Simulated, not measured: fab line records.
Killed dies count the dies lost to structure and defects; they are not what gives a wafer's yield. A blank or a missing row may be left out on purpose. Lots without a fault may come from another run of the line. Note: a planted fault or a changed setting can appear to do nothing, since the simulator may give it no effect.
Struck lot and sound lot, side by side | flow nand_harc | 13 out of 1302 route steps
Sound: these wafers, L559.1, L559.4, L559.6. Struck: wafer L568.6. (L568.2 of the same lot was not struck and is left out.) The cause comes at the end.
At each step with rows: each side's tool, then ch and its chambers, then its first start. Under that, the readings that differ: sound wafers | struck wafers | difference of the means | sigmas: that difference in standard deviations of wafers without a fault.
alike: same words and numbers on both sides, and readings whose means sit less than 2 such deviations apart. not compared: any withheld reading, any reading some wafer has no value for, any bound like >300 that may hide the same value, and any number with overlapping values for which the record gives no deviation.
A row with sigmas, a row that says differs or no value, or rows on one side alone: a step with any of these is where the two part. When numbers do not overlap yet have no deviation, they are printed without sigmas and do not part them. Lack of a reading on every wafer of one side parts them only where that side has two or more wafers.

NHARC_A_SLIT_ETCH_26: etches the open film in C4F8/O2/Ar, time 90 s, target depth 400 nm.
  sound on har_etch-01 ch 0,1, day 20 05:16; struck on har_etch-02 ch 1, day 24 16:01
  alike: c4f8_flow_sccm, drypump_motor_current_A, o2_flow_sccm, showerhead_plenum_p_Torr, throttle_valve_pct
  not compared: rf_hours_counter_h
then, 1 step without rows for these wafers: NHARC_A_SLIT_STRIP_28 (strips in O2/COS).
NHARC_A_SLIT_ETCH_29: etches the open film in CF4/O2, target depth 100 nm, overetch 10 nm, time 55 s.
  sound on rie_diel-08 ch 0,1,2, day 20 06:09; struck on rie_diel-04 ch 0, day 24 16:53
  reading               | sound             | struck | difference | sigmas
  oes_product_au (a.u.) | 1.010 1.022 0.983 | 0.965  | -0.040     | -3
  alike: drypump_motor_current_A, o2_flow_sccm, oes_f_703_au, rf_vpp_V, showerhead_plenum_p_Torr, throttle_valve_pct
  not compared: rf_hours_counter_h
NHARC_A_SLIT_STRIP_18: strips in O2.
  sound on rie_diel-08 ch 0,1,3; struck on rie_diel-04 ch 1
  reading               | sound             | struck | difference | sigmas
  o2_flow_sccm (sccm)   | 496.9 498.3 502.9 | 505.1  | +5.7       | +4
  oes_product_au (a.u.) | 1.009 1.016 0.979 | 0.969  | -0.032     | -2
  alike: drypump_motor_current_A, rf_vpp_V, showerhead_plenum_p_Torr, throttle_valve_pct
  not compared: rf_hours_counter_h
then, 2 steps without rows for these wafers: NHARC_A_SLIT_PRECLEAN_19 (cleans in SC1); NHARC_A_SLIT_SRD_20.
NHARC_A_SLIT_CD_MEAS_21:
  sound on cd_sem-02, day 20 06:41; struck on cd_sem-02, day 24 17:25
  alike: cd_nm
then, 3 steps without rows for these wafers: NHARC_A_SIN_REMOVE_WET_00 (chemistry H3PO4, time 15300 s); NHARC_A_SIN_REMOVE_PRECLEAN_01 (cleans in SC1); NHARC_A_SIN_REMOVE_SRD_02.
NHARC_A_SIN_REMOVE_INSPECT_04:
  sound on defect_inspect-02, day 20 13:19; struck on defect_inspect-02, day 25 00:00
  alike: raw_defect_count
NHARC_A_WL_FILL_ALD_00: deposits Al2O3, target thk 3 nm, pulse time 3 s, ald cycles 30.
  sound on ald_hk-03 ch 2,3, day 20 13:26; struck on ald_hk-04 ch 1, day 25 00:09
  reading    | sound    | struck | difference | sigmas
  ald_cycles | 30 30 30 | 40     | +10        |
  alike: heater_power_w, precursor_pulse_height_rel
NHARC_A_WL_FILL_RTA_01: time 5 s.
  sound on rtp_anneal-01 ch 0, day 20 13:41; struck on rtp_anneal-01 ch 0, day 25 00:22
  alike: lamp_power_pct, lamp_zone_4_pct, wafer_temp_C_max

WHERE THEY PART
Last at NHARC_A_SLIT_STRIP_18 as far as this record goes, first at NHARC_A_SLIT_ETCH_29. Later steps at which nothing parts them and some readings are alike: NHARC_A_SLIT_CD_MEAS_21, NHARC_A_SIN_REMOVE_INSPECT_04, NHARC_A_WL_FILL_ALD_00, NHARC_A_WL_FILL_RTA_01.

WHY: the cause the simulator had injected
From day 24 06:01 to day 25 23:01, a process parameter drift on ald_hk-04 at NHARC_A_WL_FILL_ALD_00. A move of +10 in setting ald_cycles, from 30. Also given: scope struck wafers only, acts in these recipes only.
